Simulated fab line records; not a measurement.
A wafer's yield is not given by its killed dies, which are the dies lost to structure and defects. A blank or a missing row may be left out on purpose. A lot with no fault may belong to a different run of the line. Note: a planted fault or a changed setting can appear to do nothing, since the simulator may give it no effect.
A lot that was struck, set against a sound lot | flow n5-finfet | 37 steps out of a route of 1938
Sound: the wafers L559.2, L559.3, L559.6. Struck: wafers L563.4, L563.5, L563.6. The cause comes at the end.
Order at every step that has rows: each side's tool, ch and its chambers, its first start. Under that, the readings that differ: sound wafers | struck wafers | difference of the means | sigmas: that difference in standard deviations of wafers without a fault.
alike: a reading whose means differ by less than 2 such deviations, as well as words and numbers matching on both sides. not compared: withheld readings; readings where some wafer has no value; bounds like >300 that might hide an equal value; numbers whose values overlap and for which the record gives no deviation.
A row with sigmas, a row that says differs or no value, or rows on one side alone: a step with any of these is where the two part. When numbers do not overlap yet have no deviation, they are printed without sigmas and do not part them. A reading that every wafer of one side lacks parts them only if that side has two wafers or more.

first, 9 steps without rows for these wafers: N5_BEOL_M9_DESCUM_33 (chemistry O2, time 7 s); N5_BEOL_M9_ETCH_76 (etches underlayer in N2/H2, target depth 6.5 nm, time 5.2 s); N5_BEOL_M9_ETCH_65 (etches SiARC in CF4, target depth 15.6 nm, time 26 s); N5_BEOL_M9_ETCH_66 (etches SOC in N2/H2, target depth 80 nm, overetch 16 nm, time 120 s); N5_BEOL_M9_STRIP_69 (strips in N2/H2); N5_BEOL_M9_STRIP_77 (strips in N2/H2); N5_BEOL_M9_VIA_ETCH_34 (etches SiCOH lowk in C4F6/O2, target depth 182.4 nm, time 68.4 s); N5_BEOL_M9_STRIP_73 (strips in C4F6/O2); N5_BEOL_M9_STRIP_36 (strips in N2/H2).
N5_BEOL_M9_TRENCH_ETCH_37: etches SiCOH lowk in C4F6/O2, target depth 151.43 nm, time 49 s.
  sound on rie-diel-06 ch 1,3, day 10 18:27; struck on rie-diel-06 ch 0,3, day 12 05:49
  reading                                    | sound           | struck          | difference | sigmas
  run-length-s (s)                           | 72.5 72.4 72.4  | 60.8 61.2 61.2  | -11.4      | -28
  time-s (s)                                 | 49 49 49        | 34.3 34.3 34.3  | -14.7      |
  model.etch.depth-nm (nm)                   | 153.1 151.6 151 | 105.4 105.7 109 | -45.2      |
  model.BEOL_M9.feature-depth-nm (nm)        | 153 151.6 151   | 105.4 105.8 109 | -45.1      |
  model.TiN_of_BEOL_M9_HM_DEP_02.thk-nm (nm) | 15.4 15.6 15.8  | 16.8 17 17      | +1.3       |
  alike: O2_flow_sccm, drypump-motor-current-A, oes-product-au, rf-vpp-V, showerhead-plenum-p-Torr, throttle-valve-pct
  not compared: rf-hours-counter-h
then, 2 steps without rows for these wafers: N5_BEOL_M9_ETCH_41 (etches SiCN in CH3F/O2, target depth 36.6 nm, time 70.1 s); N5_BEOL_M9_STRIP_80 (strips in N2/H2, time 10 s).
N5_BEOL_M9_OCD_MEAS_38:
  sound on ocd-02, day 10 18:37; struck on ocd-02, day 12 06:00
  reading              | sound       | struck      | difference | sigmas
  trench-depth-nm (nm) | 153 152 151 | 105 106 109 | -45        | -14
then, 13 steps without rows for these wafers: N5_BEOL_M9_HM_STRIP_39 (strips TiN in peroxide tin strip, target depth 25 nm, time 158 s); N5_BEOL_M9_SRD_40 (time 30 s); N5_BEOL_M9_PRECLEAN_42 (cleans in residue remover, time 60 s); N5_BEOL_M9_SRD_43 (time 30 s); N5_BEOL_M9_CURE_72 (cures SiCOH lowk, time 120 s); N5_BEOL_M9_DEGAS_44 (time 60 s); N5_BEOL_M9_PRE_CLEAN_45 (time 30 s); N5_BEOL_M9_ALD_74 (deposits TaN, target thk 2 nm, pulse time 2 s, purge time 3 s); N5_BEOL_M9_SURFACE_TREAT_79; N5_BEOL_M9_CVD_78 (deposits Co from CCTBA/H2, target thk 2 nm, time 138.9 s); N5_BEOL_M9_SPUTTER_48 (material Cu, target thk 12 nm, time 2 s); N5_BEOL_M9_ECD_50 (material Cu, target thk 318 nm); N5_BEOL_M9_ANNEAL_51 (time 90 s).
N5_BEOL_M9_CMP_52: polishes, stops on SiCOH lowk, t overpolish 7 s, target thk 140 nm.
  sound on cmp-03 ch 0,1,3, day 10 20:48; struck on cmp-01 ch 2,3, day 12 07:58
  reading                                | sound             | struck   | difference | sigmas
  model.Cu_of_BEOL_M9_ECD_50.thk-nm (nm) | 141.6 142.6 139.2 | 94 94 99 | -45        |
  alike: motor-current-A, slurry-filter-dp-kPa
N5_BEOL_M9_THK_MEAS_53: measures by xrf.
  sound on film-metro-02, day 10 21:01; struck on film-metro-02, day 12 08:16
  reading     | sound       | struck   | difference | sigmas
  M9_THK (nm) | 142 143 139 | 94 94 99 | -46        | -12
then, 2 steps without rows for these wafers: N5_BEOL_M9_PRE_CLEAN_55 (time 15 s); N5_BEOL_M9_DEP_56 (deposits SiCN from 3MS/NH3, target thk 15 nm, time 26.5 s).
N5_BEOL_M9_RS_MEAS_57: measurement is done with a four-point probe.
  sound on film-metro-01, day 10 21:09; struck on film-metro-02, day 12 08:23
  reading        | sound             | struck            | difference | sigmas
  M9_RS (ohm/sq) | 0.149 0.147 0.151 | 0.237 0.236 0.223 | +0.083     | +20
then, 5 steps without rows for these wafers: N5_BEOL_M10_ILD_DEP_00 (deposits SiCOH lowk from DEMS/porogen, target thk 308.51 nm, time 58 s); N5_BEOL_M10_CURE_71 (cures SiCOH lowk, time 240 s); N5_BEOL_M10_PECVD_70 (deposits SiO2 from TEOS/O2, target thk 20 nm, time 22.7 s); N5_BEOL_M10_HM_DEP_02 (deposits TiN, target thk 20 nm); N5_BEOL_M10_COAT_59 (time 60 s, resist thk 100 nm).
-- the record jumps here: 2 days lie between the struck wafers' starts before and after (it left off in module BEOL_M10 and takes up again in module BEOL_M15, whose first step shown is number 1830 of the route) --
N5_BEOL_M15_RC_MEAS_101:
  sound on prober-02 ch 0, day 12 12:47; struck on prober-01 ch 0, day 14 08:25
  reading                   | sound                   | struck                  | difference | sigmas
  COMB_M7 (S/m)             | 1.8e-11 1.6e-11 2.7e-11 | 3.4e-11 3.6e-11 2.3e-11 | +1.1e-11   | +2
  SERP_M9 (ohm/um)          | 2.99 3.00 3.06          | 4.76 4.85 4.50          | +1.69      | +17
  SERP_M9_max_site (ohm/um) | 3.04 3.06 3.10          | 4.85 4.97 4.54          | +1.72      | +16
  alike: COMB_M10, COMB_M11, COMB_M12, COMB_M13, COMB_M14, COMB_M15, COMB_M5, COMB_M6, COMB_M8, SERP_M10, SERP_M11, SERP_M12, SERP_M12_max_site, SERP_M13, SERP_M14, SERP_M5, SERP_M6, SERP_M7, SERP_M8, SERP_M8_max_site

== WHERE THEY PART ==
Last at N5_BEOL_M15_RC_MEAS_101 as far as this record goes, first at N5_BEOL_M9_TRENCH_ETCH_37.

WHY: what had been put in by the simulator
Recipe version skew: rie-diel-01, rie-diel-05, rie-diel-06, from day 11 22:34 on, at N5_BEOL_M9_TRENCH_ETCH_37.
